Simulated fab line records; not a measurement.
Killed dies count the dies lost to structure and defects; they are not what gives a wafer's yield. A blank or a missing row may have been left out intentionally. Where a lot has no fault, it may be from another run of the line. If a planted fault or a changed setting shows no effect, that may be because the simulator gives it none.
Chamber matching | flow n5_finfet | N5_HKMG_FIN_HK_ALD_01 on ald_hk-02: 4 sister chambers
The step deposits HfO2, target thk 1.6 nm, pulse time 3 s, purge time 3 s. 20 wafers are shown with their chamber, then 10 later ones without.

## WAFERS, EACH WITH ITS CHAMBER
wafer  | chamber | precursor_pulse_height_rel
L074.1 | 2       | 0.971
L074.5 | 3       | 1.012
L074.6 | 2       | 1.031
L076.4 | 0       | 1.000
L076.5 | 2       | 0.949
L076.6 | 1       | 0.994
L079.1 | 2       | 0.983
L079.3 | 3       | 1.013
L079.4 | 1       | 0.987
L080.3 | 1       | 1.027
L080.4 | 3       | 1.008
L080.5 | 0       | 1.004
L081.2 | 2       | 1.012
L081.3 | 1       | 1.034
L081.5 | 2       | 1.030
L083.3 | 2       | 1.002
L083.4 | 1       | 0.990
L083.5 | 1       | 1.016
L084.1 | 3       | 1.002
L084.4 | 1       | 0.975

SIGNATURES, as means of the wafers listed above
reading                    | chamber 0 | chamber 1 | chamber 2 | chamber 3 | scatter within a chamber
precursor_pulse_height_rel | 1.00200   | 1.00329   | 0.99686   | 1.00875   | 0.0234
Rule: a wafer's distance from a chamber is the root of the sum, over the readings, of the square of ((its reading less the chamber's mean) divided by the reading's scatter). If the next closest chamber is less than 2 further off than the closest, the wafer can't be placed; otherwise it belongs to the closest. The scatter is the square root of a quotient: the sum, over the shown wafers, of each reading's squared deviation from its chamber's mean, divided by wafers minus chambers.

## WAFERS WHOSE CHAMBER IS MISSING
wafer  | precursor_pulse_height_rel
L084.6 | 0.999
L087.1 | 1.017
L087.2 | 0.989
L087.4 | 1.003
L096.1 | 1.024
L096.3 | 0.973
L096.5 | 0.993
L097.1 | 0.975
L097.4 | 1.015
L097.5 | 1.024

## CHAMBER TAKEN BY EACH
wafer  | from the rows above               | in truth
L084.6 | can't be placed: 2 or 0 or 1 or 3 | 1
L087.1 | can't be placed: 3 or 1 or 0 or 2 | 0
L087.2 | can't be placed: 2 or 0 or 1 or 3 | 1
L087.4 | can't be placed: 1 or 0 or 3 or 2 | 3
L096.1 | can't be placed: 3 or 1 or 0 or 2 | 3
L096.3 | can't be placed: 2 or 0 or 1 or 3 | 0
L096.5 | can't be placed: 2 or 0 or 1 or 3 | 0
L097.1 | can't be placed: 2 or 0 or 1 or 3 | 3
L097.4 | can't be placed: 3 or 1 or 0 or 2 | 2
L097.5 | can't be placed: 3 or 1 or 0 or 2 | 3
0 of 10 placed correctly. These rows do not allow placing 10 (true chamber among the candidates in 10). 0 placed wrongly.
